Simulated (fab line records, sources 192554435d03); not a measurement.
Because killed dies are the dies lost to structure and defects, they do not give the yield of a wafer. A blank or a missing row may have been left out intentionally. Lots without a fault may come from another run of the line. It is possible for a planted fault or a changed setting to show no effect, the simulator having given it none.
Split-lot experiment    flow n5Finfet    route with 1938 steps; 7 lots, 21 wafers read

## SPLIT DETAILS
At N5_MIM_BOT_LITHO_EXPOSE_05 (exposes mask MIM BOT), the setting doseMj was moved away from the recipe's 24.25 on 11 of the 21 wafers read, by -7.2% to +4.3%. The other wafers ran this setting at the recipe's value.

## FROM THE SPLIT TO THE READING: what the file shows between them, 3 steps
- N5_MIM_BOT_LITHO_PEB_06
- N5_MIM_BOT_LITHO_DEVELOP_07: develop time 60 s
- N5_MIM_BOT_LITHO_HARDBAKE_09: time 120 s

## THE READING
cdNm, in nm, at N5_MIM_BOT_LITHO_CD_MEAS_08 (target cd 3000 nm). Fault-free wafers of this fab line usually give 2999.7 nm, standard deviation 1.3 nm.

wafer   tool, chamber at the split  doseMj as run  against the recipe  cdNm, nm  against lot-mates on the recipe
L075.2  krfScanner-01, 0            25.3           +4.3%               3007.8    +10.1
L075.3  krfScanner-01, 0            25.3           +4.3%               3008.5    +10.8
L075.4  krfScanner-01, 0            24.25          recipe              2997.7    -
L080.1  krfScanner-01, 0            22.5           -7.2%               2983.7    no lot-mate on the recipe
L080.2  krfScanner-01, 0            22.5           -7.2%               2986.2    no lot-mate on the recipe
L080.6  krfScanner-01, 0            22.5           -7.2%               2986.3    no lot-mate on the recipe
L084.1  krfScanner-02, 0            23.71          -2.2%               2995.7    -5.0
L084.2  krfScanner-02, 0            24.25          recipe              3000.6    -
L084.6  krfScanner-02, 0            24.25          recipe              3000.8    -
L085.1  krfScanner-01, 0            24.25          recipe              3000.9    -
L085.3  krfScanner-01, 0            22.72          -6.3%               2989.8    -11.1
L085.4  krfScanner-01, 0            22.72          -6.3%               2990.6    -10.3
L088.1  krfScanner-02, 0            24.25          recipe              2997.3    -
L088.2  krfScanner-02, 0            24.25          recipe              2998.1    -
L088.3  krfScanner-02, 0            24.25          recipe              2996.6    -
L092.2  krfScanner-02, 0            24.25          recipe              2999.8    -
L092.4  krfScanner-02, 0            24.25          recipe              3000.4    -
L092.6  krfScanner-02, 0            24.25          recipe              2999.5    -
L091.2  krfScanner-02, 0            22.83          -5.9%               2990.9    no lot-mate on the recipe
L091.3  krfScanner-02, 0            22.83          -5.9%               2990.7    no lot-mate on the recipe
L091.4  krfScanner-02, 0            22.83          -5.9%               2987.5    no lot-mate on the recipe

THE FIT
A straight line over all 21 wafers: cdNm changes by +1.78 nm for each +1% of doseMj; r = +0.97; the points scatter about the line by 1.6 nm.
The same after taking each lot's own level away (the mean of its wafers on the recipe; 15 wafers): +1.96 nm for each +1%; r = +0.99; scatter 1 nm.
According to that fit, moving doseMj by its largest amount changes the reading by 14 nm.
Measured against the standard deviation above, the lots' own levels, which go from 2997.33 to 3000.90 nm, span 2.7 times it.
Consequently the slope shifts little with the lot-to-lot level, the two slopes agreeing.
Check: for one of the wafers moved furthest among these (-6.3%), held out of the fit, the line's prediction against its lot-mates is -12.4 nm. Against them it came out at -11.1 nm.

## FILE'S OWN FIT
cdNm changes by +1.95 nm for each +1% of doseMj, r = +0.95.
